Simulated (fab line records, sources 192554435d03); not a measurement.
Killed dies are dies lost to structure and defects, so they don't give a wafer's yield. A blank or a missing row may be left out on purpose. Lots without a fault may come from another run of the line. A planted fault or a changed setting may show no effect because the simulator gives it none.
Tool commonality check | flow n5_finfet | 9 lots, 27 wafers sampled

WHY IT WAS OPENED
At N5_DUMMY_GATE_INSPECT_27 the reading raw_defect_count is flagged on 3 of 9 lots. Wafers without a fault read 297, standard deviation 66.
Rule: a lot is flagged when every wafer of it that has a number lies more than 4 standard deviations from that mean, or none has a number. The other lots count as sound.

lot  | measured    | on                | raw_defect_count, wafer by wafer | flag
L640 | day 2 21:58 | defect_inspect-02 | 236 243 245                      |
L641 | day 3 05:47 | defect_inspect-01 | 350 264 242                      |
L646 | day 4 13:23 | defect_inspect-02 | 2534 2601 2697                   | FLAGGED
L647 | day 4 17:37 | defect_inspect-02 | 2683 2692 2776                   | FLAGGED
L648 | day 5 04:42 | defect_inspect-01 | 2579 2569 2688                   | FLAGGED
L653 | day 6 06:41 | defect_inspect-02 | 274 218 265                      |
L654 | day 6 11:23 | defect_inspect-02 | 268 309 221                      |
L658 | day 7 14:20 | defect_inspect-01 | 278 221 332                      |
L661 | day 8 07:13 | defect_inspect-01 | 284 308 447                      |
The numbers of the flagged lots are 2647 on average: +2350 against the usual, or +36 standard deviations.

WHICH TOOL RAN EACH LOT
The record holds 2 process steps before the reading, out of a route of 1938 steps. In each cell: the tool, then ch and the chambers that the sampled wafers went through, then the start.
lot  | flag    | N5_STI_FIN_REVEAL_ETCHBACK_08     | N5_DUMMY_GATE_PECVD_30
L640 |         | rie_diel-01 ch 0,2, day 2 08:45   | pecvd-03 ch 0,1,2, day 2 19:58
L641 |         | rie_diel-04 ch 0,2,3, day 2 16:58 | pecvd-03 ch 0,1,2, day 3 04:10
L646 | FLAGGED | rie_diel-01 ch 0,2,3, day 3 23:27 | pecvd-03 ch 0,1, day 4 10:40
L647 | FLAGGED | rie_diel-03 ch 0,3, day 4 04:45   | pecvd-04 ch 0,1,2, day 4 15:58
L648 | FLAGGED | rie_diel-01 ch 2,3, day 4 12:41   | pecvd-03 ch 0,2, day 5 02:49
L653 |         | rie_diel-03 ch 0,2,3, day 5 17:46 | pecvd-04 ch 0,1,2, day 6 04:59
L654 |         | rie_diel-01 ch 1,2, day 5 22:24   | pecvd-03 ch 1,2, day 6 09:38
L658 |         | rie_diel-04 ch 0,2,3, day 6 23:49 | pecvd-03 ch 0,1, day 7 12:39
L661 |         | rie_diel-03 ch 1,2,3, day 7 16:10 | pecvd-03 ch 0,1, day 8 05:19
What these steps do:
- N5_STI_FIN_REVEAL_ETCHBACK_08: etches SiO2 in C4F6/O2, target depth 30.5 nm, time 10.167 s.
- N5_DUMMY_GATE_PECVD_30: deposits SiO2 from TEOS/O2, target thk 55 nm, time 10.8 s.
- N5_DUMMY_GATE_INSPECT_27: inspects for defects (brightfield).

FLAGGED OVER TOTAL, TOOL BY TOOL (the gauges that took the reading come last)
step                          | tool              | lots run | flagged | share of the flagged lots | sound lots run after its first flagged lot
N5_STI_FIN_REVEAL_ETCHBACK_08 | rie_diel-01       | 4        | 2       | some                      | 1 (L654)
N5_STI_FIN_REVEAL_ETCHBACK_08 | rie_diel-03       | 3        | 1       | some                      | 2 (L653,L661)
N5_STI_FIN_REVEAL_ETCHBACK_08 | rie_diel-04       | 2        | 0       | none                      | -
N5_DUMMY_GATE_PECVD_30        | pecvd-03          | 7        | 2       | some                      | 3 (L654,L658,L661)
N5_DUMMY_GATE_PECVD_30        | pecvd-04          | 2        | 1       | some                      | 1 (L653)
N5_DUMMY_GATE_INSPECT_27      | defect_inspect-01 | 4        | 1       | some                      | 2 (L658,L661)
N5_DUMMY_GATE_INSPECT_27      | defect_inspect-02 | 5        | 2       | some                      | 2 (L653,L654)

WHAT THE TABLE ALLOWS
No row of the table ran every flagged lot.

WHAT THE SIMULATOR HAD PUT IN
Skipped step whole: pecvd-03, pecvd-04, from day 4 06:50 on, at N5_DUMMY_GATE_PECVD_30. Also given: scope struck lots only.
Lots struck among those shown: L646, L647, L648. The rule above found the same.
